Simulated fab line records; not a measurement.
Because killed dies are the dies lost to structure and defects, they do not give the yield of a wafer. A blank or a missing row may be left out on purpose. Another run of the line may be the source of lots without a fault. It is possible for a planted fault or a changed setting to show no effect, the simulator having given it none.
What tool caused it? || flow n5Finfet || 18 wafers from 6 lots sampled at 3 of the route's 1938 steps

## WHAT EACH GAUGE READ, for each wafer
N5_MIM_TOP_LITHO_CD_MEAS_08: the cd target is 2000 nm.
{"lot": "L633", "measured": "day 12 03:31", "on": "cdSem-01", "cdNm (nm)": "1999.9 1998.4 2000.7"}
{"lot": "L637", "measured": "day 12 19:29", "on": "cdSem-03", "cdNm (nm)": "1996.6 1998.4 1996.0"}
{"lot": "L639", "measured": "day 13 03:20", "on": "cdSem-02", "cdNm (nm)": "1993.5 1993.4 1997.2"}
{"lot": "L644", "measured": "day 14 12:30", "on": "cdSem-01", "cdNm (nm)": "2000.9 1997.8 1999.4"}
{"lot": "L646", "measured": "day 15 01:04", "on": "cdSem-03", "cdNm (nm)": "1996.9 1996.4 1998.6"}
{"lot": "L655", "measured": "day 18 02:32", "on": "cdSem-01", "cdNm (nm)": "1992.3 1992.5 1991.1"}

## WHAT TOOL EACH LOT RAN ON (gives the tool, then ch and the chambers of the sampled wafers, and finally the start)
{"lot": "L633", "N5_SDB_ALD_29": "aldSin-03 ch 0,1,2, day 4 00:50", "N5_MIM_TOP_DEGAS_04": "pvdSputter-01, day 12 03:05"}
{"lot": "L637", "N5_SDB_ALD_29": "aldSin-03 ch 1,2,3, day 5 02:28", "N5_MIM_TOP_DEGAS_04": "pvdSputter-02, day 12 18:56"}
{"lot": "L639", "N5_SDB_ALD_29": "aldSin-02 ch 1,2, day 5 16:32", "N5_MIM_TOP_DEGAS_04": "pvdSputter-03, day 13 02:55"}
{"lot": "L644", "N5_SDB_ALD_29": "aldSin-01 ch 0,1,2, day 7 01:14", "N5_MIM_TOP_DEGAS_04": "pvdSputter-02, day 14 12:04"}
{"lot": "L646", "N5_SDB_ALD_29": "aldSin-02 ch 0,2,3, day 7 09:04", "N5_MIM_TOP_DEGAS_04": "pvdSputter-03, day 15 00:30"}
{"lot": "L655", "N5_SDB_ALD_29": "aldSin-03 ch 0,3, day 9 13:31", "N5_MIM_TOP_DEGAS_04": "pvdSputter-02, day 18 01:58"}
- N5_SDB_ALD_29: deposits SiNx, target thk 30 nm, pulse time 1 s, ald cycles 600.
- N5_MIM_TOP_DEGAS_04: time 60 s.

## THE ANSWER, worked out from the rows above alone
Rule: the lots themselves supply what counts as usual. The widest of any qualifying gaps counts: lots, ordered by their means at a reading, are off when they make up no more than a third of the lots, leave a main group of 4 or more, and stand apart from it by 3 or more times the standard deviation of that group's means. A main group is skipped when, at the precision printed for the reading in the tables above, its means are all equal. Also off: a lot with no number at a reading for which 4 or more lots have one. Where the step has rows for the other lots, those lots are counted as sound.
Nothing can be told from this: no lot is off at any reading shown.

## WHAT HAD BEEN PUT IN BY THE SIMULATOR
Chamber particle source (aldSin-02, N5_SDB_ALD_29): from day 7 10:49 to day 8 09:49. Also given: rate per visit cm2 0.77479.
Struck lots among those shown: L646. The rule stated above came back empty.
